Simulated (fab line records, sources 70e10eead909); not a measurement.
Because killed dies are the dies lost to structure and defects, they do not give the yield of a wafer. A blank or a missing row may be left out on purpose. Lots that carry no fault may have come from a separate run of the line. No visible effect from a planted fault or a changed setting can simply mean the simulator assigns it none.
fab line records	flow nand-harc
record lots=7	wafers=21	last-day=24
route steps=1159 shown A_STAIRCASE@585 END@1159
lots that met no fault: from a run of the same line without faults
start-h: hours from the record's opening day to when the first of the lot's shown wafers began	wait-h: time in hours since the lot's previous step	" unchanged from the row above	L1.1+2: a row that stands for several wafers	- no value, or no start was given	* or withheld: withheld	< > ~ a bound
route shown NAME@n: NAME is a module with steps in the file, n the number in the route of the first one	usual: the fault-free wafers' mean and standard deviation	same: alike in all rows	chamber/n: place in a boat	sites: readings site by site	_std_site: their standard deviation	_edge_site: outer sites' mean less inner sites'	radius-mm: how far each site lies from the wafer's centre	mask NAME#n: copy n	behind: tool/chamber where the wafer was last shaped	hold: why the lot was held/for how many hours/how that ended	device: the transistor (n, p or np) that didn't switch	end of line: the same wafers' tests at the end of the route	for a step that has no rows: nothing shown but its recipe	killed: at the first sort, the dies lost to defects and structure; wafer yield is something else	map: shows each die of a wafer: x if killed, . if not, _ if none is there
set.NAME: setting as actually run; set.NAME@STEP: the setting as run at that earlier step	model.NAME: the simulator's own value behind a step, which no gauge read
lots seen at some steps along the route; tables by step, rows by wafer
services: a tool's chamber out of use, with start hour (start-h, from the record's first day; less than 0 if before it), hours out, and reason
## steps
# step NHARC_A_STAIRCASE_TRIM_191
# recipe time-s=211.2	o2-flow-sccm=500	ar-flow-sccm=0	bias-w=0	chemistry=O2
# step NHARC_A_STAIRCASE_ETCH_192
# recipe target-depth-a=1000	time-s=40.5	ion-energy-ev=400	c4f8-flow-sccm=20	o2-flow-sccm=10	ar-flow-sccm=withheld	rf-w=600	bias-w=1000	chemistry=C4F8/O2
# step NHARC_A_STAIRCASE_TRIM_193
# recipe time-s=211.2	o2-flow-sccm=500	ar-flow-sccm=0	bias-w=0	chemistry=O2
# usual drypump-motor-current-A=5.7/0.32	mfc-ar-sccm=0.005/0.0097	oes-product-au=0.998/0.01	rf-vpp-V=57.9/0.89	showerhead-plenum-p-Torr=3.59/0.12	throttle-valve-pct=17.036/0.008
lot.wafer	tool	chamber	start-h	wait-h	drypump-motor-current-A	mfc-ar-sccm	oes-product-au	rf-hours-counter-h	rf-vpp-V	showerhead-plenum-p-Torr	throttle-valve-pct
L575.2	rie-diel-12	1	-	-	6.0	0.004	0.997	21	57.6	3.45	17.038
L575.1	"	2	"	"	5.6	0	0.985	22	57.8	3.76	17.040
L575.6	"	3	"	"	5.2	0	0.992	-	58.4	3.71	17.042
L581.2	rie-diel-08	3	-	-	6.2	0	0.994	60	57.1	3.65	17.041
L581.3	"	2	"	"	5.5	0	0.998	60	58.4	3.70	17.033
L581.5	"	0	"	"	5.2	0.030	1.011	-	58.2	3.47	17.035
L583.2	rie-diel-04	0	-	-	5.5	0	0.987	8	57.7	3.57	17.030
L583.4	"	1	"	"	5.6	0	1.004	7	57.6	3.62	17.046
L583.3	"	2	"	"	6.2	0	1.000	6	58.3	3.54	17.043
L590.2	rie-diel-12	3	-	-	5.2	0	0.997	47	57.7	3.70	17.032
L590.3	"	1	"	"	6.0	0.004	0.984	47	56.7	3.44	17.044
L590.1	"	2	"	"	5.6	0	0.994	48	58.2	3.74	17.025
L588.2	rie-diel-12	1	-	-	6.0	0.004	0.989	50	58.0	3.44	17.044
L588.6	"	1	"	"	6.0	0.004	0.981	-	57.3	3.44	17.029
L588.5	"	2	"	"	5.6	0	0.993	-	57.4	3.74	17.033
L587.3	rie-diel-04	3	-	-	5.8	0	1.007	18	56.7	3.49	17.039
L587.4	"	0	"	"	5.6	0	0.975	20	56.6	3.56	17.032
L587.5	"	3	"	"	5.8	0	1.010	-	57.8	3.49	17.032
L592.3	rie-diel-12	0	-	-	5.6	0.019	0.999	52	58.1	3.42	17.045
L592.6	"	0	"	"	5.6	0.019	1.002	-	57.6	3.42	17.029
L592.5	"	1	"	"	6.0	0.004	0.995	-	58.6	3.44	17.043
# step NHARC_A_STAIRCASE_ETCH_194
# recipe target-depth-a=1000	time-s=40.5	ion-energy-ev=400	c4f8-flow-sccm=20	o2-flow-sccm=10	ar-flow-sccm=withheld	rf-w=600	bias-w=1000	chemistry=C4F8/O2
# step NHARC_A_STAIRCASE_TRIM_196
# recipe time-s=211.2	o2-flow-sccm=500	ar-flow-sccm=0	bias-w=0	chemistry=O2
# usual drypump-motor-current-A=5.6/0.32	mfc-ar-sccm=0.006/0.011	oes-product-au=1.000/0.01	rf-vpp-V=57.9/0.94	showerhead-plenum-p-Torr=3.60/0.12	throttle-valve-pct=17.036/0.0089
lot.wafer	tool	chamber	start-h	wait-h	drypump-motor-current-A	mfc-ar-sccm	oes-product-au	rf-hours-counter-h	rf-vpp-V	showerhead-plenum-p-Torr	throttle-valve-pct
L575.1	rie-diel-08	3	268.86	0.1	6.2	0	0.997	50	59.1	3.66	17.048
L575.2	"	2	"	"	5.5	0	1.000	51	57.7	3.71	17.038
L575.6	"	3	"	"	6.2	0	0.988	-	58.9	3.66	17.040
L581.2	rie-diel-12	3	296.72	0.1	5.2	0	0.988	30	56.9	3.70	17.028
L581.3	"	0	"	"	5.6	0.019	0.991	27	58.6	3.44	17.013
L581.5	"	3	"	"	5.2	0	0.996	-	57.0	3.70	17.048
L583.3	rie-diel-08	3	324.44	0.1	6.2	0	1.007	4	58.8	3.65	17.038
L583.2	"	0	"	"	5.2	0.030	1.017	5	57.6	3.47	17.036
L583.4	"	3	"	"	6.2	0	0.986	-	59.0	3.65	17.045
L590.1	rie-diel-08	2	342.67	0.1	5.5	0	1.000	7	58.2	3.70	17.020
L590.2	"	3	"	"	6.2	0	1.001	13	58.0	3.65	17.047
L590.3	"	0	"	"	5.2	0.030	1.010	14	58.8	3.46	17.038
L588.2	rie-diel-08	0	349.41	0.1	5.2	0.030	1.019	18	57.2	3.46	17.032
L588.6	"	1	"	"	5.7	0	1.010	-	58.2	3.71	17.052
L588.5	"	2	"	"	5.5	0	0.997	-	58.4	3.69	17.053
L587.4	rie-diel-12	1	349.92	0.1	6.0	0.004	0.991	50	58.8	3.44	17.044
L587.3	"	2	"	"	5.6	0	0.989	51	58.0	3.74	17.035
L587.5	"	0	"	"	5.7	0.019	1.006	-	59.8	3.43	17.044
L592.3	rie-diel-04	1	365.17	0.1	5.6	0	0.987	23	58.1	3.61	17.032
L592.5	"	2	"	"	6.1	0	0.999	-	56.7	3.54	17.024
L592.6	"	3	"	"	5.8	0	1.012	-	57.1	3.49	17.039
# step NHARC_A_STAIRCASE_ETCH_197
# recipe target-depth-a=1000	time-s=40.5	ion-energy-ev=400	c4f8-flow-sccm=20	o2-flow-sccm=10	ar-flow-sccm=withheld	rf-w=600	bias-w=1000	chemistry=C4F8/O2
# usual bias-w=1000/3.1	chamber-pressure-mTorr=24.998/0.022	oes-product-au=0.951/0.015	rf-vpp-V=899/4.5
lot.wafer	tool	chamber	start-h	wait-h	bias-w	chamber-pressure-mTorr	oes-product-au	rf-hours-counter-h	rf-vpp-V
L575.1	rie-diel-08	3	-	-	1003	24.940	0.949	50	900
L575.2	"	1	"	"	999	24.996	0.977	46	902
L575.6	"	2	"	"	1002	25.006	0.973	-	903
L581.2	rie-diel-12	3	-	-	997	25.046	0.955	30	902
L581.3	"	0	"	"	996	25.018	0.967	27	892
L581.5	"	0	"	"	996	25.007	0.976	-	891
L583.2	rie-diel-08	1	-	-	1001	24.988	0.970	5	902
L583.3	"	3	"	"	996	25.002	0.959	5	899
L583.4	"	3	"	"	998	25.017	0.960	-	900
L590.2	rie-diel-08	0	-	-	1002	25.008	0.976	14	893
L590.3	"	2	"	"	998	25.017	0.967	8	902
L590.1	"	3	"	"	999	25.026	0.958	13	900
L588.2	rie-diel-08	2	-	-	1003	25.033	0.941	12	903
L588.5	"	3	"	"	996	24.971	0.949	-	900
L588.6	"	0	"	"	1001	24.979	0.962	-	892
L587.3	rie-diel-12	1	-	-	996	24.975	0.948	50	893
L587.4	"	3	"	"	1001	24.975	0.981	51	902
L587.5	"	1	"	"	999	24.975	0.950	-	892
L592.3	rie-diel-04	1	-	-	999	24.960	0.973	23	899
L592.6	"	1	"	"	1003	24.996	0.976	-	899
L592.5	"	2	"	"	1001	24.990	0.972	-	896
# step NHARC_A_STAIRCASE_TRIM_198
# recipe time-s=211.2	o2-flow-sccm=500	ar-flow-sccm=0	bias-w=0	chemistry=O2
# step NHARC_A_STAIRCASE_ETCH_199
# recipe target-depth-a=1000	time-s=40.5	ion-energy-ev=400	c4f8-flow-sccm=20	o2-flow-sccm=10	ar-flow-sccm=withheld	rf-w=600	bias-w=1000	chemistry=C4F8/O2
# step NHARC_A_STAIRCASE_TRIM_200
# recipe time-s=211.2	o2-flow-sccm=500	ar-flow-sccm=0	bias-w=0	chemistry=O2
# step NHARC_A_STAIRCASE_ETCH_201
# recipe target-depth-a=1000	time-s=40.5	ion-energy-ev=400	c4f8-flow-sccm=20	o2-flow-sccm=10	ar-flow-sccm=withheld	rf-w=600	bias-w=1000	chemistry=C4F8/O2
# usual bias-w=1000.1/2.8	chamber-pressure-mTorr=25.000/0.023	oes-product-au=0.943/0.0099	rf-vpp-V=898/4.7
lot.wafer	tool	chamber	start-h	wait-h	bias-w	chamber-pressure-mTorr	oes-product-au	rf-hours-counter-h	rf-vpp-V
L575.1	rie-diel-08	1	-	-	998.4	25.012	0.945	46	903
L575.2	"	3	"	"	1003.4	24.964	0.943	51	902
L575.6	"	0	"	"	1001.0	24.979	0.959	-	894
L581.2	rie-diel-12	2	-	-	1003.9	24.994	0.953	32	904
L581.3	"	1	"	"	999.0	25.041	0.937	31	892
L581.5	"	2	"	"	1004.5	24.973	0.941	-	904
L583.2	rie-diel-08	1	-	-	998.0	24.994	0.943	8	902
L583.3	"	3	"	"	998.8	24.967	0.943	7	901
L583.4	"	0	"	"	997.2	24.988	0.949	-	895
L590.3	rie-diel-08	2	-	-	1001.7	25.005	0.932	8	903
L590.2	"	3	"	"	998.3	25.020	0.947	13	900
L590.1	"	0	"	"	1002.6	25.043	0.952	15	893
L588.2	rie-diel-08	0	-	-	1002.9	24.979	0.960	19	892
L588.5	"	0	"	"	1001.9	24.993	0.962	-	894
L588.6	"	1	"	"	998.4	25.023	0.954	-	902
L587.4	rie-diel-12	0	-	-	1001.2	25.024	0.947	47	891
L587.3	"	2	"	"	998.5	24.985	0.953	51	903
L587.5	"	0	"	"	1000.1	25.009	0.936	-	892
L592.3	rie-diel-04	0	-	-	1003.1	24.977	0.920	25	896
L592.5	"	1	"	"	1000.7	25.026	0.941	-	899
L592.6	"	2	"	"	999.4	24.983	0.942	-	897
# step NHARC_A_STAIRCASE_TRIM_202
# recipe time-s=211.2	o2-flow-sccm=500	ar-flow-sccm=0	bias-w=0	chemistry=O2
# usual drypump-motor-current-A=5.7/0.34	mfc-ar-sccm=0.007/0.011	oes-product-au=1.000/0.011	rf-vpp-V=58.0/0.84	showerhead-plenum-p-Torr=3.59/0.12	throttle-valve-pct=17.036/0.0094
lot.wafer	tool	chamber	start-h	wait-h	drypump-motor-current-A	mfc-ar-sccm	oes-product-au	rf-hours-counter-h	rf-vpp-V	showerhead-plenum-p-Torr	throttle-valve-pct
L575.2	rie-diel-08	3	-	-	6.2	0	0.979	51	57.9	3.66	17.037
L575.1	"	1	"	"	5.7	0	1.010	46	57.9	3.72	17.023
L575.6	"	3	"	"	6.2	0	0.988	-	57.6	3.66	17.043
L581.3	rie-diel-12	0	-	-	5.7	0.019	1.003	27	58.9	3.44	17.026
L581.2	"	3	"	"	5.2	0	1.013	31	57.3	3.70	17.042
L581.5	"	0	"	"	5.7	0.019	1.008	-	57.9	3.44	17.044
L583.2	rie-diel-08	3	-	-	6.1	0	1.005	7	59.2	3.65	17.046
L583.3	"	1	"	"	5.7	0	1.007	8	57.7	3.71	17.043
L583.4	"	3	"	"	6.1	0	0.994	-	56.3	3.65	17.046
L590.3	rie-diel-08	3	-	-	6.2	0	1.009	14	58.2	3.64	17.029
L590.2	"	0	"	"	5.2	0.030	1.008	15	57.9	3.46	17.031
L590.1	"	2	"	"	5.6	0	0.998	8	58.3	3.70	17.029
L588.2	rie-diel-08	0	-	-	5.2	0.030	1.014	19	59.3	3.46	17.031
L588.5	"	3	"	"	6.2	0	1.005	-	58.4	3.64	17.036
L588.6	"	0	"	"	5.2	0.030	1.021	-	58.3	3.46	17.022
L587.3	rie-diel-12	1	-	-	6.0	0.004	0.985	50	58.7	3.44	17.039
L587.4	"	0	"	"	5.7	0.019	1.003	47	57.3	3.43	17.045
L587.5	"	2	"	"	5.5	0	0.985	-	57.9	3.74	17.030
L592.3	rie-diel-04	2	-	-	6.2	0	1.002	21	57.2	3.53	17.026
L592.5	"	3	"	"	5.8	0	1.018	-	57.1	3.49	17.030
L592.6	"	0	"	"	5.6	0	0.983	-	56.3	3.56	17.058
# step NHARC_A_STAIRCASE_ETCH_203
# recipe target-depth-a=1000	time-s=40.5	ion-energy-ev=400	c4f8-flow-sccm=20	o2-flow-sccm=10	ar-flow-sccm=withheld	rf-w=600	bias-w=1000	chemistry=C4F8/O2
# usual bias-w=1000/3	chamber-pressure-mTorr=25.002/0.022	oes-product-au=0.940/0.011	rf-vpp-V=899/4.6
lot.wafer	tool	chamber	start-h	wait-h	bias-w	chamber-pressure-mTorr	oes-product-au	rf-hours-counter-h	rf-vpp-V
L575.2	rie-diel-08	2	269.83	-	999	24.947	0.934	52	903
L575.1	"	3	"	"	994	24.975	0.932	51	901
L575.6	"	3	"	"	997	25.020	0.949	-	902
L581.3	rie-diel-12	3	297.66	-	999	24.973	0.953	31	902
L581.2	"	0	"	"	1003	25.029	0.937	27	892
L581.5	"	0	"	"	1005	25.016	0.936	-	893
L583.2	rie-diel-08	3	327.58	-	995	25.011	0.933	7	901
L583.3	"	0	"	"	999	25.013	0.937	8	894
L583.4	"	0	"	"	995	25.012	0.935	-	894
L590.2	rie-diel-08	3	343.87	-	-	-	-	-	-
L590.1	"	0	"	"	-	-	-	-	-
L590.3	"	2	"	"	-	-	-	-	-
L588.2	rie-diel-08	1	350.29	-	-	-	-	-	-
L588.5	"	2	"	"	-	-	-	-	-
L588.6	"	3	"	"	-	-	-	-	-
L587.4	rie-diel-12	3	350.79	-	-	-	-	-	-
L587.3	"	0	"	"	-	-	-	-	-
L587.5	"	0	"	"	-	-	-	-	-
L592.3	rie-diel-04	0	366.08	-	1000	24.999	0.923	26	895
L592.6	"	3	"	"	1001	25.015	0.950	-	893
L592.5	"	0	"	"	999	24.999	0.914	-	897
# step NHARC_END_SORT_01
# recipe temp-c=25
# usual killed-at-array=28/8.6	killed-at-other=0.7/1.2	killed-at-periphery=3.1/2.3	killed-dies=32/8.7	killed-open=3.2/1.7	killed-short=2.0/1.5
# same gross-dies=677
lot.wafer	tool	chamber	start-h	wait-h	killed-at-array	killed-at-other	killed-at-periphery	killed-dies	killed-open	killed-short
L588.2	prober-01	0	542.13	2.8	677	0	0	677	3	4
L588.5	prober-01	0	544.55	3.7	674	1	2	677	3	2
L588.6	prober-01	0	545.35	4.0	675	0	2	677	4	0
L590.1	prober-02	0	546.36	2.5	674	0	3	677	2	4
L590.2	prober-02	0	547.15	2.8	676	0	1	677	7	1
L590.3	prober-02	0	547.95	3.1	675	0	2	677	2	1
L587.3	prober-01	0	550.74	3.1	669	1	7	677	4	3
L587.4	prober-01	0	551.54	3.4	674	0	3	677	2	1
L587.5	prober-01	0	552.34	3.7	671	0	6	677	1	1
# killed by level:class
L588.2 A_STAIRCASE:area-etch=638 A_SLIT:chamber-film-flake=16 A_CONTACT:chamber-film-flake=8 A_CHANNEL_HOLE_D1:chamber-film-flake=4 A_STAIRCASE:chamber-film-flake=4 A_ONON_D1:geometric-particle:short=2 A_ONON_D1:geometric-particle:open=1 A_CHANNEL_FILL_D1:geometric-particle:short=1
L588.5 A_STAIRCASE:area-etch=647 A_SLIT:chamber-film-flake=10 A_CHANNEL_HOLE_D1:chamber-film-flake=7 A_ONON_D1:geometric-particle:open=3 A_CONTACT:chamber-film-flake=3 A_STAIRCASE:chamber-film-flake=2 P_STI:geometric-particle:short=1 A_ONON_D1:geometric-particle:short=1
L588.6 A_STAIRCASE:area-etch=650 A_SLIT:chamber-film-flake=14 A_CHANNEL_HOLE_D1:chamber-film-flake=6 P_ZERO_WELL:chamber-film-flake=2 A_ONON_D1:geometric-particle:open=1 A_CHANNEL_FILL_D1:geometric-particle:open=1 A_M0:geometric-particle:open=1 A_M1:geometric-particle:open=1
L590.1 A_STAIRCASE:area-etch=662 A_CONTACT:chamber-film-flake=5 P_GATE:geometric-particle:short=1 P_M0:geometric-particle:open=1 A_CHANNEL_FILL_D1:geometric-particle:short=1 A_WL_FILL:geometric-particle:short=1 A_CONTACT:geometric-particle:open=1 A_M1:geometric-particle:short=1
L590.2 A_STAIRCASE:area-etch=654 A_CHANNEL_HOLE_D1:chamber-film-flake=8 A_CONTACT:chamber-film-flake=7 A_BLC:geometric-particle:open=2 P_M0:geometric-particle:open=1 A_ONON_D1:geometric-particle:open=1 A_CHANNEL_FILL_D1:geometric-particle:open=1 A_WL_FILL:geometric-particle:open=1
L590.3 A_STAIRCASE:area-etch=659 A_CHANNEL_HOLE_D1:chamber-film-flake=6 A_CONTACT:chamber-film-flake=6 A_ONON_D1:geometric-particle:short=1 A_BLC:geometric-particle:open=1 A_M0:geometric-particle:open=1 P_STI:chamber-film-flake=1 P_M2:chamber-film-flake=1
L587.3 A_STAIRCASE:area-etch=622 A_CHANNEL_HOLE_D1:chamber-film-flake=16 A_SLIT:chamber-film-flake=15 A_CONTACT:chamber-film-flake=8 P_ZERO_WELL:chamber-film-flake=4 P_CONTACT:geometric-particle:short=2 A_WL_FILL:chamber-film-flake=2 A_ONON_D1:geometric-particle:open=1
L587.4 A_STAIRCASE:area-etch=622 A_CHANNEL_HOLE_D1:chamber-film-flake=19 A_CONTACT:chamber-film-flake=16 A_SLIT:chamber-film-flake=8 P_ZERO_WELL:chamber-film-flake=3 A_STAIRCASE:chamber-film-flake=3 A_BONDPAD:chamber-film-flake=3 A_CONTACT:geometric-particle:open=1
L587.5 A_STAIRCASE:area-etch=621 A_CHANNEL_HOLE_D1:chamber-film-flake=23 A_SLIT:chamber-film-flake=12 A_CONTACT:chamber-film-flake=9 P_ZERO_WELL:chamber-film-flake=3 A_STAIRCASE:chamber-film-flake=2 A_WL_FILL:chamber-film-flake=2 P_GATE:geometric-particle:open=1
# map L587.3 (x killed, . not)
____________x____________
_________xxxxxxx_________
_______xxxxxxxxxxx_______
______xxxxxxxxxxxxx______
_____xxxxxxxxxxxxxxx_____
____xxxxxxxxxxxxxxxxx____
____xxxxxxxxxxxxxxxxx____
___xxxxxxxxxxxxxxxxxxx___
___xxxxxxxxxxxxxxxxxxx___
__xxxxxxxxxxxxxxxxxxxxx__
__xxxxxxxxxxxxxxxxxxxxx__
_xxxxxxxxxxxxxxxxxxxxxxx_
_xxxxxxxxxxxxxxxxxxxxxxx_
_xxxxxxxxxxxxxxxxxxxxxxx_
_xxxxxxxxxxxxxxxxxxxxxxx_
_xxxxxxxxxxxxxxxxxxxxxxx_
xxxxxxxxxxxxxxxxxxxxxxxxx
xxxxxxxxxxxxxxxxxxxxxxxxx
xxxxxxxxxxxxxxxxxxxxxxxxx
xxxxxxxxxxxxxxxxxxxxxxxxx
xxxxxxxxxxxxxxxxxxxxxxxxx
_xxxxxxxxxxxxxxxxxxxxxxx_
_xxxxxxxxxxxxxxxxxxxxxxx_
_xxxxxxxxxxxxxxxxxxxxxxx_
_xxxxxxxxxxxxxxxxxxxxxxx_
_xxxxxxxxxxxxxxxxxxxxxxx_
__xxxxxxxxxxxxxxxxxxxxx__
__xxxxxxxxxxxxxxxxxxxxx__
___xxxxxxxxxxxxxxxxxxx___
___xxxxxxxxxxxxxxxxxxx___
____xxxxxxxxxxxxxxxxx____
____xxxxxxxxxxxxxxxxx____
_____xxxxxxxxxxxxxxx_____
______xxxxxxxxxxxxx______
_______xxxxxxxxxxx_______
_________xxxxxxx_________
____________x____________
# map L588.2 (x killed, . not)
____________x____________
_________xxxxxxx_________
_______xxxxxxxxxxx_______
______xxxxxxxxxxxxx______
_____xxxxxxxxxxxxxxx_____
____xxxxxxxxxxxxxxxxx____
____xxxxxxxxxxxxxxxxx____
___xxxxxxxxxxxxxxxxxxx___
___xxxxxxxxxxxxxxxxxxx___
__xxxxxxxxxxxxxxxxxxxxx__
__xxxxxxxxxxxxxxxxxxxxx__
_xxxxxxxxxxxxxxxxxxxxxxx_
_xxxxxxxxxxxxxxxxxxxxxxx_
_xxxxxxxxxxxxxxxxxxxxxxx_
_xxxxxxxxxxxxxxxxxxxxxxx_
_xxxxxxxxxxxxxxxxxxxxxxx_
xxxxxxxxxxxxxxxxxxxxxxxxx
xxxxxxxxxxxxxxxxxxxxxxxxx
xxxxxxxxxxxxxxxxxxxxxxxxx
xxxxxxxxxxxxxxxxxxxxxxxxx
xxxxxxxxxxxxxxxxxxxxxxxxx
_xxxxxxxxxxxxxxxxxxxxxxx_
_xxxxxxxxxxxxxxxxxxxxxxx_
_xxxxxxxxxxxxxxxxxxxxxxx_
_xxxxxxxxxxxxxxxxxxxxxxx_
_xxxxxxxxxxxxxxxxxxxxxxx_
__xxxxxxxxxxxxxxxxxxxxx__
__xxxxxxxxxxxxxxxxxxxxx__
___xxxxxxxxxxxxxxxxxxx___
___xxxxxxxxxxxxxxxxxxx___
____xxxxxxxxxxxxxxxxx____
____xxxxxxxxxxxxxxxxx____
_____xxxxxxxxxxxxxxx_____
______xxxxxxxxxxxxx______
_______xxxxxxxxxxx_______
_________xxxxxxx_________
____________x____________
## services
tool	chamber	start-h	hours	kind
rie-diel-12	0	245.72	8.6	repair
rie-diel-08	0	256.83	-	clean
rie-diel-08	1	256.83	-	clean
rie-diel-08	2	256.83	-	clean
rie-diel-08	3	256.83	-	clean
rie-diel-08	0	281.39	-	clean
rie-diel-08	1	281.39	-	clean
rie-diel-08	2	281.39	-	clean
rie-diel-08	3	281.39	-	clean
rie-diel-04	-	288.92	9.0	pm
rie-diel-08	-	301.86	9.0	pm
rie-diel-08	0	301.86	9.0	vent-cycle
rie-diel-08	1	301.86	9.0	vent-cycle
rie-diel-08	2	301.86	9.0	vent-cycle
rie-diel-08	3	301.86	9.0	vent-cycle
rie-diel-08	0	310.86	-	clean
rie-diel-08	1	310.86	-	clean
rie-diel-08	2	310.86	-	clean
rie-diel-08	3	310.86	-	clean
rie-diel-08	-	312.16	1.9	repair
rie-diel-08	0	335.40	-	clean
rie-diel-08	1	335.40	-	clean
rie-diel-08	2	335.40	-	clean
rie-diel-08	1	338.56	8.3	repair
## key
first-sign step=NHARC_A_STAIRCASE_ETCH_203	reading=tool-record	direction=missing
effect step=NHARC_END_SORT_01	reading=killed-at-array	direction=up	sigmas=75	usual=28	struck=674
more-kills-born-at NHARC_A_STAIRCASE_ETCH_203@rie-diel-08=3910	NHARC_A_STAIRCASE_ETCH_203@rie-diel-12=1864
met-at NHARC_A_STAIRCASE_ETCH_203
struck-wafers L587.3,L587.4,L587.5,L588.2,L588.5,L588.6,L590.1,L590.2,L590.3
later-rows-left-out L587.3,L587.4,L587.5,L588.2,L588.5,L588.6,L590.1,L590.2,L590.3
tester-left-out L587,L588,L590
onset-between 327.58 343.87
fault kind=skipped-step-whole	tool=rie-diel-08,rie-diel-12	chamber=-	onset-h=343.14	steps=NHARC_A_STAIRCASE_ETCH_203	scope=struck-lots-only
# tester-left-out: of these lots the tester's yield and bins aren't shown, on N5 and GAA mostly nor the transistor test; their killed dies are dies lost to structure and defects alone, not to doping, threshold or leakage, so they don't give the yield
# later-rows-left-out: the simulator's readings of these wafers behind a module that went badly wrong aren't trusted and aren't shown, but for the sort
